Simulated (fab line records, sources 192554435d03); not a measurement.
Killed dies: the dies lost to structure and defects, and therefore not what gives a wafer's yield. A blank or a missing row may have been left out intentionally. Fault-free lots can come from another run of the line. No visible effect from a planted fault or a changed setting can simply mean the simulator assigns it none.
Struck lot and sound lot, side by side | flow n5-finfet | 18 steps out of a route of 1938
Sound: these wafers, L445.1, L445.2, L445.5. Wafers L465.1, L465.5, L465.6 were the ones struck. The cause is named last.
Per side, at each step with rows, come the tool, then ch with its chambers, and then its first start. Under that, the readings that differ: sound wafers | struck wafers | difference of the means | sigmas: that difference in standard deviations of wafers without a fault.
alike: same words and numbers on both sides, and readings whose means sit less than 2 such deviations apart. not compared: any withheld reading, any reading some wafer has no value for, any bound like >300 that may hide the same value, and any number with overlapping values for which the record gives no deviation.
The two part at a step that has a row with sigmas, a row that says differs or no value, or rows on one side only. Numbers that have no deviation but don't overlap get no sigmas and don't part them. A reading missing from all wafers of one side parts the sides only when that side holds two or more wafers.

N5_FIN_SAQP_THK_MEAS_05:
  sound: film-metro-02 at day 1 20:33; struck: film-metro-02 at day 7 01:20
  alike: thk-nm
N5_FIN_SAQP_PECVD_47: deposits a-Si from SiH4/He, target thk 45 nm, time 36.3 s.
  sound on pecvd-04 ch 0,2, day 1 20:35; struck on pecvd-04 ch 0,1, day 7 01:22
  reading                | sound          | struck         | difference | sigmas
  throttle-valve-pct (%) | 17.7 16.6 16.3 | 20.5 17.9 20.4 | +2.7       | +2
  alike: heater-power-w, showerhead-plenum-p-Torr
  not compared: since-wet-clean-h
N5_FIN_SAQP_PECVD_48: deposits SiNx from SiH4/NH3/N2, target thk 25 nm, time 22.1 s.
  sound on pecvd-04 ch 0,2, day 1 20:37; struck on pecvd-04 ch 0,1, day 7 01:26
  reading                | sound          | struck         | difference | sigmas
  throttle-valve-pct (%) | 38.9 36.3 36.0 | 44.9 38.7 44.8 | +5.7       | +2
  alike: heater-power-w, showerhead-plenum-p-Torr
  not compared: since-wet-clean-h
N5_FIN_SAQP_PECVD_06: deposits a-Si from SiH4/He, target thk 60 nm, time 48.1 s.
  sound on pecvd-04 ch 0,2, day 1 20:40; struck on pecvd-04 ch 0,1, day 7 01:29
  reading                | sound          | struck         | difference | sigmas
  throttle-valve-pct (%) | 17.7 16.9 16.7 | 20.5 17.7 20.5 | +2.5       | +2
  alike: heater-power-w, showerhead-plenum-p-Torr
  not compared: since-wet-clean-h
N5_FIN_SAQP_THK_MEAS_07:
  sound: film-metro-02 at day 1 20:45; struck: film-metro-01 at day 7 01:37
  alike: thk-nm
N5_FIN_SAQP_HM_DEP_72: deposits SiO2 from SiH4/N2O, target thk 12 nm, time 7.2 s.
  sound on pecvd-01 ch 1,2, day 1 20:47; struck on pecvd-01 ch 0,1, day 7 01:39
  alike: heater-power-w, showerhead-plenum-p-Torr
  not compared: since-wet-clean-h
then, 6 steps without rows for these wafers: N5_FIN_SAQP_COAT_49 (time 60 s, resist thk 100 nm); N5_FIN_SAQP_COAT_50 (time 60 s, resist thk 35 nm); N5_FIN_SAQP_COAT_10 (resist thk 90 nm); N5_FIN_SAQP_EBR_12; N5_FIN_SAQP_SOFTBAKE_11 (time 60 s); N5_FIN_SAQP_EXPOSE_13 (exposes mask FIN CORE, target cd 35.6 nm).
N5_FIN_SAQP_PEB_14: peb time 60 s.
  sound on litho-track-01 ch 0, day 1 21:02; struck on litho-track-03 ch 0, day 7 01:54
  reading         | sound          | struck         | difference | sigmas
  exhaust-pa (Pa) | 45.8 45.6 45.3 | 44.1 43.4 43.8 | -1.8       | -2
then, 1 step without rows for these wafers: N5_FIN_SAQP_DEVELOP_15 (develop time 30 s).
N5_FIN_SAQP_CD_MEAS_16 targets a cd of 35.6 nm.
  sound on cd-sem-02 ch 0, day 1 21:07; struck on cd-sem-03 ch 0, day 7 01:58
  reading    | sound          | struck         | difference | sigmas
  cd-nm (nm) | 36.1 36.0 36.7 | 32.7 33.7 33.3 | -3.0       | -7
N5_FIN_SAQP_OVL_MEAS_17:
  sound on overlay-02 ch 0, day 1 21:09; struck on overlay-01 ch 0, day 7 02:01
  alike: FIN_CORE_OVL
-- here the record skips 9 days between the struck wafers' starts before and after, leaving off in module FIN_SAQP and picking up in module BEOL_M4 (first step shown: number 1111 of the route) --
N5_BEOL_M4_RC_MEAS_101:
  sound on prober-01 ch 0, day 10 14:47; struck on prober-02 ch 0, day 15 15:04
  alike: DIBL_N, DIBL_P, IOFF_N, IOFF_P, ION_N, ION_P, SS_N, SS_P, VT_N, VT_P
-- record jumps: 4 days separate the struck wafers' starts on either side; left off in module BEOL_M4, taken up again in module PASSIVATION, whose first shown step is the route's number 1936 --
N5_PASSIVATION_PROBE_49:
  the record has rows for the struck wafers here (prober-02, day 20 00:20) and none for the sound ones

WHERE THEY PART
Earliest at N5_FIN_SAQP_PECVD_47; latest, in this record, at N5_PASSIVATION_PROBE_49.

WHY: the cause the simulator had injected
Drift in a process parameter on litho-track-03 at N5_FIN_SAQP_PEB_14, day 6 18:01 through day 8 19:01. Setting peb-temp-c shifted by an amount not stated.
